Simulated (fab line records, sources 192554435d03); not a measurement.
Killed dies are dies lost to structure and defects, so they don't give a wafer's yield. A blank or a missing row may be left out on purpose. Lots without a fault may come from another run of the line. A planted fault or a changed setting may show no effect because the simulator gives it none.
A struck lot beside a sound one | flow n5_finfet | 27 steps out of a route of 1938
Sound: wafers L966.1, L966.4, L966.6. Struck: wafers L981.1, L981.6. (L981.4 of the same lot was not struck and is left out.) The cause comes at the end.
At each step with rows: each side's tool, then ch and its chambers, then its first start. Under that, the readings that differ: sound wafers | struck wafers | difference of the means | sigmas: that difference in standard deviations of wafers without a fault.
alike: readings whose means differ by less than 2 such deviations, and words and numbers that are the same on both sides. not compared: withheld readings, readings that some wafer has no value for, bounds like >300 that may hide the same value, and numbers for which the record gives no deviation and whose values overlap.
The two part at a step that has a row with sigmas, a row that says differs or no value, or rows on one side only. Numbers that don't overlap but have no deviation are shown without sigmas and don't part them. A reading that every wafer of one side lacks parts them only if that side has two wafers or more.

N5_BEOL_M9_SPUTTER_48: material Cu, target thk 12 nm, time 2 s.
  sound on pvd_sputter-01, day 10 04:17; struck on pvd_sputter-03, day 13 06:20
  alike: throttle_valve_pct
then, 2 steps without rows for these wafers: N5_BEOL_M9_ECD_50 (material Cu, target thk 318 nm); N5_BEOL_M9_ANNEAL_51 (time 90 s).
N5_BEOL_M9_CMP_52: polishes, stops on SiCOH lowk, t overpolish 7 s, target thk 140 nm.
  sound on cmp-02 ch 2,3, day 10 04:52; struck on cmp-03 ch 0,1, day 13 06:59
  alike: barrier_field_endpoint_s, clearing_platen_down_force_psi, motor_current_A, overpolish_run_s, retaining_ring_pressure_frac, time_to_endpoint_s
N5_BEOL_M9_THK_MEAS_53: measures by xrf.
  sound on film_metro-02, day 10 05:07; struck on film_metro-02, day 13 07:14
  alike: M9_THK
then, 2 steps without rows for these wafers: N5_BEOL_M9_PRE_CLEAN_55 (time 15 s); N5_BEOL_M9_DEP_56 (deposits SiCN from 3MS/NH3, target thk 15 nm, time 26.5 s).
N5_BEOL_M9_RS_MEAS_57: measures by four-point-probe.
  sound on film_metro-01, day 10 05:16; struck on film_metro-02, day 13 07:22
  alike: M9_RS
N5_BEOL_M9_INSPECT_58: inspects for defects (darkfield).
  sound on defect_inspect-02, day 10 05:17; struck on defect_inspect-01, day 13 07:23
  alike: raw_defect_count
N5_BEOL_M10_ILD_DEP_00: deposits SiCOH lowk from DEMS/porogen, target thk 308.51 nm, time 58 s.
  sound on pecvd-04 ch 0,1, day 10 05:19; struck on pecvd-02 ch 1, day 13 07:26
  alike: heater_power_w, showerhead_plenum_p_Torr, throttle_valve_pct
N5_BEOL_M10_CURE_71: cures SiCOH lowk, time 240 s.
  sound on uv_cure-01 ch 2, day 10 05:26; struck on uv_cure-03 ch 1, day 13 07:42
  alike: lamp_power_pct, wafer_temp_C_max
N5_BEOL_M10_THK_MEAS_01:
  sound on film_metro-02, day 10 05:56; struck on film_metro-01, day 13 08:13
  alike: M10_ILD_THK
N5_BEOL_M10_PECVD_70: deposits SiO2 from TEOS/O2, target thk 20 nm, time 22.7 s.
  sound on pecvd-04 ch 0,1, day 10 05:59; struck on pecvd-04 ch 2, day 13 08:15
  alike: heater_power_w, showerhead_plenum_p_Torr, throttle_valve_pct
N5_BEOL_M10_HM_DEP_02: deposits TiN, target thk 20 nm.
  sound on pvd_sputter-01, day 10 06:35; struck on pvd_sputter-03, day 13 09:05
  alike: throttle_valve_pct
then, 8 steps without rows for these wafers: N5_BEOL_M10_COAT_59 (time 60 s, resist thk 100 nm); N5_BEOL_M10_COAT_60 (time 60 s, resist thk 30 nm); N5_BEOL_M10_COAT_05 (resist thk 90 nm); N5_BEOL_M10_EBR_07; N5_BEOL_M10_SOFTBAKE_06 (time 60 s); N5_BEOL_M10_EXPOSE_08 (exposes mask M10); N5_BEOL_M10_PEB_09 (peb time 60 s); N5_BEOL_M10_DEVELOP_10 (develop time 30 s).
N5_BEOL_M10_CD_MEAS_11: target cd 64.1 nm.
  sound on cd_sem-01 ch 0, day 10 06:58; struck on cd_sem-03 ch 0, day 13 09:35
  alike: cd_nm
N5_BEOL_M10_OVL_MEAS_12:
  sound on overlay-02 ch 0, day 10 06:59; struck on overlay-01 ch 0, day 13 09:37
  alike: M10_OVL
N5_BEOL_M10_INSPECT_13: inspects for defects (brightfield).
  sound on defect_inspect-01, day 10 07:01; struck on defect_inspect-01, day 13 09:38
  reading          | sound       | struck    | difference | sigmas
  raw_defect_count | 444 400 379 | 1376 1262 | +911       | +10
then, 1 step without rows for these wafers: N5_BEOL_M10_DESCUM_16 (chemistry O2, time 7.9 s).
-- the record jumps here: 3 days lie between the struck wafers' starts before and after (it left off in module BEOL_M10 and takes up again in module PASSIVATION, whose first step shown is number 1936 of the route) --
N5_PASSIVATION_PROBE_49:
  the record has rows for the struck wafers here (prober-02, day 15 22:29) and none for the sound ones

WHERE THEY PART
First at N5_BEOL_M10_INSPECT_13; last, within this record, at N5_PASSIVATION_PROBE_49.

WHY: what the simulator had put in
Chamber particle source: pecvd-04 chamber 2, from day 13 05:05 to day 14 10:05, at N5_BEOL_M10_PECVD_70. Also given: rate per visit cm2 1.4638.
